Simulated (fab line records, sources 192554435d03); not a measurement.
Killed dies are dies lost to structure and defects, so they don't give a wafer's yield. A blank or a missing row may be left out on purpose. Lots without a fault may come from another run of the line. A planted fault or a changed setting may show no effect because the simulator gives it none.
fab line records | flow n5_finfet
record lots=4 wafers=12 last_day=18
route steps=1938 shown SD_EPI_P@306 BEOL_M4@1111 PASSIVATION@1936
lots that met no fault: from a run of the same line without faults
start_h: hours from the record's first day to the start of the lot's first wafer shown | wait_h: hours since the lot's step before | " the same as in the row above | L1.1+2: a row that stands for several wafers | - no value, or no start given | * or withheld: withheld | < > ~ a bound
route shown NAME@n: a module of which the file shows steps, and the number in the route of the first | usual: mean/standard deviation of fault-free wafers | same: alike in all rows | chamber/n: place in a boat | sites: the reading at each site | _std_site: their standard deviation | _edge_site: outer sites' mean less inner sites' | radius_mm: how far each site lies from the wafer's centre | mask NAME#n: copy n | behind: the tool/chamber that last shaped the wafer | hold: why the lot was held/for how many hours/how that ended | device: the transistor (n, p or np) that didn't switch | end of line: the same wafers' tests at the end of the route | a step without rows: its recipe alone | killed: dies lost to structure and defects at the first sort, not the wafer's yield | map: a wafer's dies, x killed, . not, _ none there
set.NAME: the setting as run; set.NAME@STEP: as run at that earlier step | model.NAME: the simulator's own value behind a step, which no gauge read
lots at some steps of the route; a table a step, a row a wafer
services: from which hour (start_h, from the record's first day; less than 0 if before it) a tool's chamber was out of use, for how many hours, and why
## steps
# step N5_SD_EPI_P_DESCUM_14
# recipe chemistry=O2 time_s=7.9 source_power_w=50 bias_power_w=20 pressure_mtorr=20 rf_frequency_hz=2.712e+07 temp_c=40 resist=CAR-ArF-block o2_flow_sccm=225
# step N5_SD_EPI_P_ETCH_36
# recipe chemistry=CF4 target=SiARC target_depth_a=455 mask_material=CAR-ArF-block time_s=75.8 ion_energy_ev=80 pressure_mtorr=40 source_w=545 bias_w=36 Ar_flow_sccm=100 cf4_flow_sccm=100 ends=cleared
# step N5_SD_EPI_P_ETCH_37
# recipe chemistry=N2/H2 target=SOC overetch_a=1080 mask_material=SiARC temp_c=40 ion_energy_ev=100 source_w=3000 bias_w=133 pressure_mtorr=20 time_s=486 n2_flow_sccm=200 h2_flow_sccm=200 ends=end_point
# step N5_SD_EPI_P_STRIP_38
# recipe chemistry=N2/H2 temp_c=40 n2_flow_sccm=200 h2_flow_sccm=200 rf_frequency_hz=6e+07
# step N5_SD_EPI_P_ETCHBACK_46
# recipe chemistry=CH3F/O2 mode=anisotropic_etchback target=SiNx target_depth_a=175 stop_on=SiO2 over_etch_frac=0.3 ion_energy_ev=120 pressure_mtorr=30 source_w=395 bias_w=73 Ar_flow_sccm=150 CH3F_flow_sccm=30 O2_flow_sccm=20
# step N5_SD_EPI_P_ETCH_47
# recipe chemistry=CH3F/O2 target=SiOCN target_depth_a=250 mask_material=SOC ion_energy_ev=60 bias_w=29 pressure_mtorr=30 source_w=410 Ar_flow_sccm=150 CH3F_flow_sccm=30 O2_flow_sccm=20
# step N5_SD_EPI_P_ETCH_16
# recipe chemistry=CHF3/O2 target=SiO2 target_depth_a=50 mask_material=SOC pressure_mtorr=30 source_w=650 bias_w=170 Ar_flow_sccm=200 CHF3_flow_sccm=50 O2_flow_sccm=5 ion_energy_ev=200
# step N5_SD_EPI_P_STRIP_50
# recipe chemistry=CHF3/O2 resist=SiARC rf_frequency_hz=6e+07
# step N5_SD_EPI_P_SD_RECESS_17
# recipe chemistry=HBr/Cl2/O2 target_depth_a=391 bt_time_s=3 pressure_mtorr=10 icp_w=800 bias_w=112 HBr_flow_sccm=150 Cl2_flow_sccm=80 O2_flow_sccm=12
# step N5_SD_EPI_P_WET_ETCH_45
# recipe chemistry=dHF dilution=withheld time_s=10.7 target=SiO2 target_depth_a=20 temp_c=25 dry=ipa_marangoni rinse_time_s=30 rinse_temp_c=23
# step N5_SD_EPI_P_STRIP_40
# recipe chemistry=N2/H2 power_w=1000 temp_c=250 h2_frac=0.65 overash_fraction=0.3 pressure_mtorr=withheld n2_flow_sccm=1750 h2_flow_sccm=3250
# usual drypump_motor_current_A=5.8/0.43 h2_flow_sccm=3249/9.1 heater_power_w=361/44 n2_flow_sccm=1750/5 oes_product_au=0.762/0.011
# columns lot.wafer tool chamber start_h wait_h drypump_motor_current_A h2_flow_sccm heater_power_w n2_flow_sccm oes_product_au rf_hours_counter_h
L392.3 plasma_asher-02 0 104.69 0.0 6.3 3260 401 1747 0.765 -
L392.5 " 0 " " 6.3 3252 401 1748 0.774 -
L392.6 " 1 " " 5.2 3261 392 1748 0.761 -
L398.1 plasma_asher-01 1 139.94 0.0 6.0 3254 348 1757 0.762 99
L398.4 " 1 " " 5.9 3249 349 1747 0.772 -
L398.6 " 0 " " 5.7 3251 299 1750 0.759 -
L406.1 plasma_asher-01 0 186.31 0.0 - - - - - -
L406.5 " 1 " " - - - - - -
L406.6 " 0 " " - - - - - -
L407.1 plasma_asher-01 0 195.88 0.0 - - - - - -
L407.3 " 0 " " - - - - - -
L407.6 " 0 " " - - - - - -
# step N5_SD_EPI_P_PRECLEAN_52
# recipe chemistry=O3/DIW time_s=60 temp_c=22 o3_ppm=10
# step N5_SD_EPI_P_SRD_20
# recipe dry=ipa_marangoni do_ppb=5 time_s=30 temp_c=23 rinse_liquid=diw
# step N5_SD_EPI_P_PRECLEAN_51
# recipe chemistry=NF3:NH3 afs_cycles=1 temp_c=30 time_s=20 sublimation_temp_c=180 sublimation_time_s=60 pressure_torr=3 rf_power_w=30
# step N5_SD_EPI_P_VAPOR_ETCH_44
# recipe chemistry=NF3/Ar target=SiGe30 temp_c=25 time_s=3.3 mode=isotropic
# step N5_SD_EPI_P_EPI_21
# recipe material=SiGe:B dopant=B temp_c=550 pressure_torr=20 ambient=H2 time_s=355
# step N5_SD_EPI_P_HM_STRIP_48
# recipe chemistry=H3PO4 temp_c=160 material=SiNx target=SiNx target_depth_a=30 overetch_fraction=0.3
# step N5_SD_EPI_P_SRD_49
# recipe dry=ipa_marangoni time_s=30 temp_c=23 rinse_liquid=diw
# step N5_SD_EPI_P_PRECLEAN_24
# recipe chemistry=O3/DIW time_s=45 temp_c=22 o3_ppm=10
# step N5_SD_EPI_P_PRECLEAN_32
# recipe chemistry=dHF time_s=10 dilution=500:1 temp_c=25
# step N5_SD_EPI_P_PRECLEAN_33
# recipe chemistry=SC2 time_s=45 temp_c=35 mix=1:1:50
# step N5_SD_EPI_P_SRD_25
# recipe time_s=30 temp_c=23 rinse_liquid=diw dry=ipa_marangoni
# step N5_SD_EPI_P_INSPECT_26
# recipe inspect_instrument=darkfield mode=post_epi
# usual raw_defect_count=185/46
# columns lot.wafer tool chamber start_h wait_h raw_defect_count
L392.3 defect_inspect-02 - 107.56 0.0 307
L392.5 " - " " 237
L392.6 " - " " 225
L398.1 defect_inspect-02 - 142.84 0.0 151
L398.4 " - " " 167
L398.6 " - " " 228
L406.1 defect_inspect-02 - 189.32 0.0 1410
L406.5 " - " " 1587
L406.6 " - " " 1478
L407.1 defect_inspect-01 - 198.78 0.0 1367
L407.3 " - " " 1352
L407.6 " - " " 1415
# step N5_BEOL_M4_RC_MEAS_101
# usual DIBL_N=37.1/1.8 DIBL_P=37.2/2.1 IOFF_N=0.17/0.033 IOFF_P=0.22/0.037 ION_N=680/11 ION_P=464/7.7 SS_N=71.7/0.63 SS_P=73.6/0.67 VT_N=248.9/2.9 VT_P=-251/3.6
# columns lot.wafer tool chamber start_h wait_h DIBL_N[mV/V] DIBL_P[mV/V] IOFF_N[nA/um] IOFF_P[nA/um] ION_N[uA/um] ION_P[uA/um] SS_N[mV/dec] SS_P[mV/dec] VT_N[mV] VT_P[mV]
L392.3 prober-01 0 220.13 0.3 35.1 35.4 0.13 0.15 671 454 70.9 73.6 253.0 -258
L392.5 " 0 " " 35.0 35.9 0.12 0.15 666 449 71.0 73.6 254.4 -257
L392.6 " 0 " " 34.7 35.4 0.13 0.16 679 457 71.0 73.2 252.6 -258
L398.1 prober-02 0 274.65 0.0 40.2 40.4 0.21 0.23 690 460 71.8 73.6 246.8 -253
L398.4 " 0 " " 38.7 38.6 0.18 0.19 680 451 71.3 73.5 247.9 -253
L398.6 " 0 " " 38.9 38.6 0.17 0.19 682 465 71.5 73.8 249.3 -255
# step N5_PASSIVATION_PROBE_49
# usual defect_limited_yield=91.7/1.5 killed_at_M0_to_M3=32/10 killed_at_M4_up=14/5.3 killed_at_contacts=13/5.7 killed_at_front_end=37/10 killed_at_other=3.3/2.5 killed_dies=98/18 killed_on_rim=13/3.6 killed_open=65/13 killed_short=31/7.5 sort_bin_5_function=4.9/0.91 sort_bin_6_memory=3.1/0.71 sort_n_pass=1082/18 sort_yield_pct=91.7/1.5
# same gross_dies=1180 killed_at_back_side=0 sort_bin_4_leakage[%]=0 sort_bin_8_speed[%]=0
# columns lot.wafer tool chamber start_h wait_h defect_limited_yield[%] killed_at_M0_to_M3 killed_at_M4_up killed_at_contacts killed_at_front_end killed_at_other killed_dies killed_on_rim killed_open killed_short sort_bin_5_function[%] sort_bin_6_memory[%] sort_n_pass sort_yield_pct[%]
L407.1 prober-01 - 432.63 0.0 0 22 7 9 1142 0 1180 152 38 32 97.6 1.9 0 0
L407.3 prober-01 - 432.73 0.1 0 22 13 23 1121 1 1180 152 61 25 96.9 2.9 0 0
L407.6 prober-01 - 432.88 0.3 0 19 27 18 1113 3 1180 152 69 23 96.6 3.2 0 0
L406.1 prober-02 - 434.58 0.0 0 33 25 11 1103 8 1180 152 83 38 95.6 4.0 0 0
L406.5 prober-02 - 434.78 0.2 0 23 18 15 1123 1 1180 152 78 37 95.8 3.8 0 0
L406.6 prober-02 - 434.83 0.3 0 34 16 11 1112 7 1180 152 63 50 96.0 3.7 0 0
# killed by level:class
L407.1 SD_EPI_P:area_epi=1110 MOL_CONTACT_COAG:geometric_particle:open=7 STARTING-WAFER:geometric_particle:short=7 DUMMY_GATE:geometric_particle:open=6 BEOL_M4:geometric_particle:open=5 ILD0:geometric_particle:short=5 BEOL_M0_SAQP:geometric_particle:short=5 BEOL_M1:geometric_particle:short=5
L407.3 SD_EPI_P:area_epi=1094 MOL_CONTACT_COAG:geometric_particle:open=18 BEOL_M3:geometric_particle:open=8 BEOL_M0_SAQP:geometric_particle:open=6 DUMMY_GATE:geometric_particle:open=5 MOL_CONTACT_COAG:geometric_particle:short=5 BEOL_M4:geometric_particle:open=5 ILD0:geometric_particle:open=4
L407.6 SD_EPI_P:area_epi=1085 MOL_CONTACT_COAG:geometric_particle:open=15 BEOL_M4:geometric_particle:open=15 BEOL_M3:geometric_particle:open=8 STI_FIN_REVEAL:geometric_particle:open=5 DUMMY_GATE:geometric_particle:open=4 BEOL_M4:geometric_particle:short=4 BEOL_M0_SAQP:geometric_particle:open=4
L406.1 SD_EPI_P:area_epi=1059 FIN_SAQP:geometric_particle:open=21 BEOL_M0_SAQP:geometric_particle:open=11 BEOL_M0_SAQP:geometric_particle:short=10 BEOL_M5:geometric_particle:open=10 MOL_CONTACT_COAG:geometric_particle:open=7 BEOL_M2:geometric_particle:open=7 FIN_SAQP:geometric_particle:short=6
L406.5 SD_EPI_P:area_epi=1065 FIN_SAQP:geometric_particle:open=18 MOL_CONTACT_COAG:geometric_particle:open=13 STI_FIN_REVEAL:geometric_particle:open=9 FIN_SAQP:geometric_particle:short=8 GATE_CUT:geometric_particle:short=7 BEOL_M4:geometric_particle:short=6 BEOL_M0_SAQP:geometric_particle:open=6
L406.6 SD_EPI_P:area_epi=1067 BEOL_M0_SAQP:geometric_particle:short=11 BEOL_M0_SAQP:geometric_particle:open=11 FIN_SAQP:geometric_particle:short=9 FIN_SAQP:geometric_particle:open=8 BEOL_M4:geometric_particle:open=8 GATE_CUT:geometric_particle:short=7 GATE_CUT:geometric_particle:open=6
# map L406.1 (x killed, . not)
_________________xxxxxxxxxxxx________________
______________xxxxxxxxxxxxxxxxxx_____________
___________xxxxxxxxxxxxxxxxxxxxxxxx__________
__________xxxxxxxxxxxxxxxxxxxxxxxxxx_________
________xxxxxxxxxxxxxxxxxxxxxxxxxxxxxx_______
_______xxxxxxxxxxxxxxxxxxxxxxxxxxxxxxxx______
______xxxxxxxxxxxxxxxxxxxxxxxxxxxxxxxxxx_____
_____xxxxxxxxxxxxxxxxxxxxxxxxxxxxxxxxxxxx____
____xxxxxxxxxxxxxxxxxxxxxxxxxxxxxxxxxxxxxx___
___xxxxxxxxxxxxxxxxxxxxxxxxxxxxxxxxxxxxxxxx__
___xxxxxxxxxxxxxxxxxxxxxxxxxxxxxxxxxxxxxxxx__
__xxxxxxxxxxxxxxxxxxxxxxxxxxxxxxxxxxxxxxxxxx_
__xxxxxxxxxxxxxxxxxxxxxxxxxxxxxxxxxxxxxxxxxx_
_xxxxxxxxxxxxxxxxxxxxxxxxxxxxxxxxxxxxxxxxxxxx
_xxxxxxxxxxxxxxxxxxxxxxxxxxxxxxxxxxxxxxxxxxxx
_xxxxxxxxxxxxxxxxxxxxxxxxxxxxxxxxxxxxxxxxxxxx
_xxxxxxxxxxxxxxxxxxxxxxxxxxxxxxxxxxxxxxxxxxxx
_xxxxxxxxxxxxxxxxxxxxxxxxxxxxxxxxxxxxxxxxxxxx
_xxxxxxxxxxxxxxxxxxxxxxxxxxxxxxxxxxxxxxxxxxxx
_xxxxxxxxxxxxxxxxxxxxxxxxxxxxxxxxxxxxxxxxxxxx
_xxxxxxxxxxxxxxxxxxxxxxxxxxxxxxxxxxxxxxxxxxxx
__xxxxxxxxxxxxxxxxxxxxxxxxxxxxxxxxxxxxxxxxxx_
__xxxxxxxxxxxxxxxxxxxxxxxxxxxxxxxxxxxxxxxxxx_
___xxxxxxxxxxxxxxxxxxxxxxxxxxxxxxxxxxxxxxxx__
___xxxxxxxxxxxxxxxxxxxxxxxxxxxxxxxxxxxxxxxx__
____xxxxxxxxxxxxxxxxxxxxxxxxxxxxxxxxxxxxxx___
_____xxxxxxxxxxxxxxxxxxxxxxxxxxxxxxxxxxxx____
______xxxxxxxxxxxxxxxxxxxxxxxxxxxxxxxxxx_____
_______xxxxxxxxxxxxxxxxxxxxxxxxxxxxxxxx______
________xxxxxxxxxxxxxxxxxxxxxxxxxxxxxx_______
__________xxxxxxxxxxxxxxxxxxxxxxxxxx_________
___________xxxxxxxxxxxxxxxxxxxxxxxx__________
______________xxxxxxxxxxxxxxxxxx_____________
_________________xxxxxxxxxxxx________________
# map L407.1 (x killed, . not)
_________________xxxxxxxxxxxx________________
______________xxxxxxxxxxxxxxxxxx_____________
___________xxxxxxxxxxxxxxxxxxxxxxxx__________
__________xxxxxxxxxxxxxxxxxxxxxxxxxx_________
________xxxxxxxxxxxxxxxxxxxxxxxxxxxxxx_______
_______xxxxxxxxxxxxxxxxxxxxxxxxxxxxxxxx______
______xxxxxxxxxxxxxxxxxxxxxxxxxxxxxxxxxx_____
_____xxxxxxxxxxxxxxxxxxxxxxxxxxxxxxxxxxxx____
____xxxxxxxxxxxxxxxxxxxxxxxxxxxxxxxxxxxxxx___
___xxxxxxxxxxxxxxxxxxxxxxxxxxxxxxxxxxxxxxxx__
___xxxxxxxxxxxxxxxxxxxxxxxxxxxxxxxxxxxxxxxx__
__xxxxxxxxxxxxxxxxxxxxxxxxxxxxxxxxxxxxxxxxxx_
__xxxxxxxxxxxxxxxxxxxxxxxxxxxxxxxxxxxxxxxxxx_
_xxxxxxxxxxxxxxxxxxxxxxxxxxxxxxxxxxxxxxxxxxxx
_xxxxxxxxxxxxxxxxxxxxxxxxxxxxxxxxxxxxxxxxxxxx
_xxxxxxxxxxxxxxxxxxxxxxxxxxxxxxxxxxxxxxxxxxxx
_xxxxxxxxxxxxxxxxxxxxxxxxxxxxxxxxxxxxxxxxxxxx
_xxxxxxxxxxxxxxxxxxxxxxxxxxxxxxxxxxxxxxxxxxxx
_xxxxxxxxxxxxxxxxxxxxxxxxxxxxxxxxxxxxxxxxxxxx
_xxxxxxxxxxxxxxxxxxxxxxxxxxxxxxxxxxxxxxxxxxxx
_xxxxxxxxxxxxxxxxxxxxxxxxxxxxxxxxxxxxxxxxxxxx
__xxxxxxxxxxxxxxxxxxxxxxxxxxxxxxxxxxxxxxxxxx_
__xxxxxxxxxxxxxxxxxxxxxxxxxxxxxxxxxxxxxxxxxx_
___xxxxxxxxxxxxxxxxxxxxxxxxxxxxxxxxxxxxxxxx__
___xxxxxxxxxxxxxxxxxxxxxxxxxxxxxxxxxxxxxxxx__
____xxxxxxxxxxxxxxxxxxxxxxxxxxxxxxxxxxxxxx___
_____xxxxxxxxxxxxxxxxxxxxxxxxxxxxxxxxxxxx____
______xxxxxxxxxxxxxxxxxxxxxxxxxxxxxxxxxx_____
_______xxxxxxxxxxxxxxxxxxxxxxxxxxxxxxxx______
________xxxxxxxxxxxxxxxxxxxxxxxxxxxxxx_______
__________xxxxxxxxxxxxxxxxxxxxxxxxxx_________
___________xxxxxxxxxxxxxxxxxxxxxxxx__________
______________xxxxxxxxxxxxxxxxxx_____________
_________________xxxxxxxxxxxx________________
## services
# columns tool chamber start_h hours kind
plasma_asher-02 - 122.28 3.3 repair
plasma_asher-02 - 139.91 0.9 repair
plasma_asher-01 - 162.20 3.4 repair
## key
first_sign step=N5_SD_EPI_P_STRIP_40 reading=tool_record direction=missing
effect step=N5_SD_EPI_P_INSPECT_26 reading=raw_defect_count direction=up sigmas=27 usual=185 struck=1435
effect step=N5_PASSIVATION_PROBE_49 reading=killed_at_front_end direction=up sigmas=99+ usual=37 struck=1119
more_kills_born_at N5_SD_EPI_P_EPI_21@epi_rpcvd-04=6480
met_at N5_SD_EPI_P_STRIP_40
struck_wafers L406.1,L406.5,L406.6,L407.1,L407.3,L407.6
later_rows_left_out L406.1,L406.5,L406.6,L407.1,L407.3,L407.6
onset_between 139.94 186.31
fault kind=skipped_step_whole tool=plasma_asher-01 chamber=- onset_h=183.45 steps=N5_SD_EPI_P_STRIP_40 scope=struck_lots_only
# later_rows_left_out: the simulator's readings of these wafers behind a module that went badly wrong aren't trusted and aren't shown, but for the sort
